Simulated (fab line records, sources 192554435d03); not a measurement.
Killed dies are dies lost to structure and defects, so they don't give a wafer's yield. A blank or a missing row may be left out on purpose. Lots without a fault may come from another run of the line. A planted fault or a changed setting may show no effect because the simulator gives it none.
Chamber matching | flow n5_finfet | N5_BEOL_M10_CURE_71 on uv_cure-01: 3 sister chambers
The step cures SiCOH lowk, time 240 s. 3 wafers are shown with their chamber, then 11 later ones without.

WAFERS WITH THEIR CHAMBER
wafer  | chamber | wafer_temp_C_max
L089.4 | 1       | 387.7
L090.6 | 2       | 387.3
L093.3 | 0       | 387.8

WAFERS WITHOUT THEIR CHAMBER
wafer  | wafer_temp_C_max
L093.4 | 387.4
L093.5 | 386.9
L096.1 | 385.8
L096.2 | 386.3
L096.3 | 386.2
L096.4 | 386.0
L096.5 | 386.2
L096.6 | 386.4
L095.1 | 386.5
L095.3 | 386.6
L095.4 | 386.1

WHICH CHAMBER EACH WENT THROUGH
wafer  | from the rows above          | in truth
L093.4 | can't be placed: 2 or 1 or 0 | 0
L093.5 | can't be placed: 2 or 1 or 0 | 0
L096.1 | can't be placed: 2 or 1 or 0 | 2
L096.2 | can't be placed: 2 or 1 or 0 | 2
L096.3 | can't be placed: 2 or 1 or 0 | 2
L096.4 | can't be placed: 2 or 1 or 0 | 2
L096.5 | can't be placed: 2 or 1 or 0 | 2
L096.6 | can't be placed: 2 or 1 or 0 | 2
L095.1 | can't be placed: 2 or 1 or 0 | 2
L095.3 | can't be placed: 2 or 1 or 0 | 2
L095.4 | can't be placed: 2 or 1 or 0 | 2
Placed correctly: 0 of 11. Can't be placed from these rows: 11 (the true chamber is among the candidates in 11). Placed wrongly: 0.
How it was worked out, from the rows above alone: a wafer's distance from a chamber is the root of the sum, over the readings, of the square of ((its reading less the chamber's mean) divided by the reading's scatter). The wafer belongs to the nearest chamber; if the next one is less than 2 further off, it can't be placed. A chamber's mean is the mean of its shown wafers. The scatter: with one shown wafer a chamber, the root of the mean of the squares of how far each hidden wafer lies from its nearest shown one.
